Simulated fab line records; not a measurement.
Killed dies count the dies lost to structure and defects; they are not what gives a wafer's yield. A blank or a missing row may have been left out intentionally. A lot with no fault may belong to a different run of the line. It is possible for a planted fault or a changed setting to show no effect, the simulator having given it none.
Split-lot study -- flow n5 finfet -- 21 wafers read across 7 lots, on a route 1938 steps long

## ABOUT THE SPLIT
At N5_BEOL_M2_TRENCH_ETCH_37 (etches SiOC in C4F6/O2, target depth 55.555 nm, time 29.2 s), the setting bias w was moved away from the recipe's 185 W on 6 of the 21 wafers read, by -15.6% to +13.7%. The other wafers ran this setting at the recipe's value.

The reading comes from the split's own step.

## THE READING
rf vpp V, in V, at N5_BEOL_M2_TRENCH_ETCH_37 (etches SiOC in C4F6/O2, target depth 55.555 nm, time 29.2 s). A value of 674 V with a standard deviation of 13 V is what fault-free wafers of this fab line usually give.

wafer,"tool, chamber at the split","bias w as run, W",against the recipe,"rf vpp V, V",against lot-mates on the recipe
L081.2,"rie diel-05, 0",210.4,+13.7%,722,+57
L081.5,"rie diel-05, 3",185,recipe,678,-
L081.6,"rie diel-05, 0",185,recipe,652,-
L085.1,"rie diel-01, 3",170.5,-7.8%,640,-25
L085.2,"rie diel-01, 0",185,recipe,670,-
L085.6,"rie diel-01, 1",185,recipe,660,-
L083.2,"rie diel-05, 0",204.7,+10.6%,706,+39
L083.4,"rie diel-05, 1",185,recipe,655,-
L083.5,"rie diel-05, 2",185,recipe,679,-
L086.3,"rie diel-03, 1",185,recipe,686,-
L086.5,"rie diel-03, 2",185,recipe,674,-
L086.6,"rie diel-03, 1",162.5,-12.2%,618,-62
L089.3,"rie diel-05, 1",185,recipe,654,-
L089.5,"rie diel-05, 0",156.1,-15.6%,570,-84
L089.6,"rie diel-05, 1",156.1,-15.6%,572,-82
L090.2,"rie diel-05, 2",185,recipe,679,-
L090.4,"rie diel-05, 0",185,recipe,652,-
L090.6,"rie diel-05, 0",185,recipe,652,-
L096.2,"rie diel-01, 3",185,recipe,684,-
L096.3,"rie diel-01, 2",185,recipe,688,-
L096.5,"rie diel-01, 2",185,recipe,687,-

THE FIT
A straight line over all 21 wafers: rf vpp V changes by +4.99 V for each +1% of bias w; r = +0.92; the points scatter about the line by 15 V.
The same after taking each lot's own level away (the mean of its wafers on the recipe; 21 wafers): +4.71 V for each +1%; r = +0.96; scatter 9.5 V.
Per that fit: largest bias w move, reading shift of 74 V.
Measured against the standard deviation above, the lots' own levels, which go from 654.0 to 686.3 V, span 2.5 times it.
Consequently the slope shifts little with the lot-to-lot level, the two slopes agreeing.
Check: -71.8 V against its lot-mates is what the line predicts for one of the wafers moved furthest among these (-15.6%) when that wafer is left out of the fit. It came out at -84 V against them.
Tool readings at the split's step, against how far the setting was moved: rf vpp V r = +0.92.

## THE OTHER SPLITS THESE WAFERS WENT THROUGH
Note: prior to the reading, these wafers also went through further splits. Each is held against what the fit with the lots' levels taken away leaves over:
other split on the same wafers,wafers away from the commonest value,r with rf vpp V (lot level and that fit taken away)
N5_MOL_CONTACT_COAG_ALD_123 ald cycles,7,-0.40
N5_MOL_CONTACT_COAG_PECVD_31 temp c,7,-0.10
N5_BEOL_M0_SAQP_EXPOSE_11 dose mj,6,+0.08
N5_BEOL_M0_ETCH_128 source w,11,+0.06
N5_BEOL_M1_ETCH_70 bias w,8,+0.10
N5_BEOL_M1_TRENCH_ETCH_37 time s,5,+0.06
N5_BEOL_M2_EXPOSE_08 dose mj,6,-0.10
N5_BEOL_M2_ETCH_70 source w,12,+0.06

## FILE'S OWN FIT
rf vpp V changes by +4.55 V for each +1% of bias w, r = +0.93.
